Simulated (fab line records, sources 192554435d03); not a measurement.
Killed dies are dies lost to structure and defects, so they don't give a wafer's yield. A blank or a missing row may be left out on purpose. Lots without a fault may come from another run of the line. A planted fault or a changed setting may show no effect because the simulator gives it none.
Split-lot experiment | flow n5_finfet | 7 lots, 21 wafers read, on a route of 1938 steps

THE SPLIT
At N5_BEOL_M7_PECVD_70 (deposits SiO2 from TEOS/O2, target thk 20 nm, time 22.7 s), the setting temp_c was moved away from the recipe's 400 C on 10 of the 21 wafers read, by +1.2% to +4.2%. The other wafers ran this setting at the recipe's value.

FROM THE SPLIT TO THE READING: what the file shows between them, 3 steps
- N5_BEOL_M7_HM_DEP_02: deposits TiN, target thk 20 nm
- N5_BEOL_M7_COAT_59: time 60 s, resist thk 100 nm
- N5_BEOL_M7_STRIP_80: strips in N2/H2, time 10 s

THE READING
SiO2_of_BEOL_M7_PECVD_70.thk_nm (the simulator's own value, which no gauge read), in nm, at N5_BEOL_M7_HM_STRIP_39 (strips TiN in peroxide tin strip, target depth 25 nm, time 158 s). The file gives no usual value for it. The 11 wafers here that ran the recipe average 20.1 nm, standard deviation 0.18 nm.

wafer  | tool, chamber at the split | temp_c as run, C | against the recipe | SiO2_of_BEOL_M7_PECVD_70.thk_nm, nm | against lot-mates on the recipe
L086.1 | pecvd-03, 1,2              | 416.8            | +4.2%              | 17.8                                | -2.6
L086.2 | pecvd-03, 1,2              | 416.8            | +4.2%              | 18                                  | -2.4
L086.4 | pecvd-03, 0                | 400              | recipe             | 20.4                                | -
L085.1 | pecvd-03, 1                | 409.5            | +2.4%              | 18.4                                | -1.6
L085.2 | pecvd-03, 0                | 409.5            | +2.4%              | 18.8                                | -1.2
L085.3 | pecvd-03, 2                | 400              | recipe             | 20                                  | -
L088.3 | pecvd-03, 2,0              | 400              | recipe             | 20                                  | -
L088.4 | pecvd-03, 2,0              | 400              | recipe             | 20                                  | -
L088.6 | pecvd-03, 1                | 407.9            | +2.0%              | 19                                  | -1.0
L089.1 | pecvd-02, 0                | 404.8            | +1.2%              | 18.8                                | -1.2
L089.4 | pecvd-02, 1                | 404.8            | +1.2%              | 19.2                                | -0.8
L089.6 | pecvd-02, 2                | 400              | recipe             | 20                                  | -
L091.2 | pecvd-02, 0                | 400              | recipe             | 19.8                                | -
L091.3 | pecvd-02, 1                | 412.3            | +3.1%              | 18                                  | -1.9
L091.5 | pecvd-02, 1                | 400              | recipe             | 20                                  | -
L090.1 | pecvd-02, 0                | 400              | recipe             | 20                                  | -
L090.4 | pecvd-02, 2                | 408.1            | +2.0%              | 19                                  | -1.0
L090.6 | pecvd-02, 0                | 408.1            | +2.0%              | 19                                  | -1.0
L096.4 | pecvd-01, 1                | 400              | recipe             | 20.2                                | -
L096.5 | pecvd-01, 0                | 400              | recipe             | 20.2                                | -
L096.6 | pecvd-01, 2                | 400              | recipe             | 20.4                                | -
Where a row lists several chambers, the file gives one row for several wafers and doesn't say which wafer went through which chamber.

THE FIT
A straight line over all 21 wafers: SiO2_of_BEOL_M7_PECVD_70.thk_nm changes by -0.561 nm for each +1% of temp_c; r = -0.96; the points scatter about the line by 0.24 nm.
The same after taking each lot's own level away (the mean of its wafers on the recipe; 21 wafers): -0.586 nm for each +1%; r = -0.98; scatter 0.16 nm.
On that fit, the largest move of temp_c shifts the reading by 2.5 nm.
The lots' own levels span 19.90 to 20.40 nm, that is 2.8 times the standard deviation above.
So the lot-to-lot level changes the slope little: the two slopes agree.
Check: with one of the wafers moved furthest among these (+4.2%) left out of the fit, the line predicts -2.43 nm for it against its lot-mates. It came out at -2.6 nm against them.

OTHER SPLITS ON THESE WAFERS
These wafers also went through other splits before the reading. Each is held against what the fit with the lots' levels taken away leaves over:
other split on the same wafers   | wafers away from the commonest value | r with SiO2_of_BEOL_M7_PECVD_70.thk_nm (lot level and that fit taken away)
N5_BEOL_M5_TRENCH_ETCH_37 time_s | 3                                    | +0.14

THE WHOLE CHAIN: every reading that the file lists as answering this split, in the file's order
step                   | what it does                                                     | reading                                                                          | change (the file's fit)               | r (the file's)
N5_BEOL_M7_PECVD_70    | deposits SiO2 from TEOS/O2, target thk 20 nm, time 22.7 s        | SiO2_of_BEOL_M7_PECVD_70.thk_nm (the simulator's own value, which no gauge read) | -0.613 nm for each +1% of the setting | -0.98
N5_BEOL_M7_HM_STRIP_39 | strips TiN in peroxide tin strip, target depth 25 nm, time 158 s | SiO2_of_BEOL_M7_PECVD_70.thk_nm (the simulator's own value, which no gauge read) | -0.59 nm for each +1% of the setting  | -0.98

THE FILE'S OWN FIT
SiO2_of_BEOL_M7_PECVD_70.thk_nm changes by -0.59 nm for each +1% of temp_c, r = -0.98.
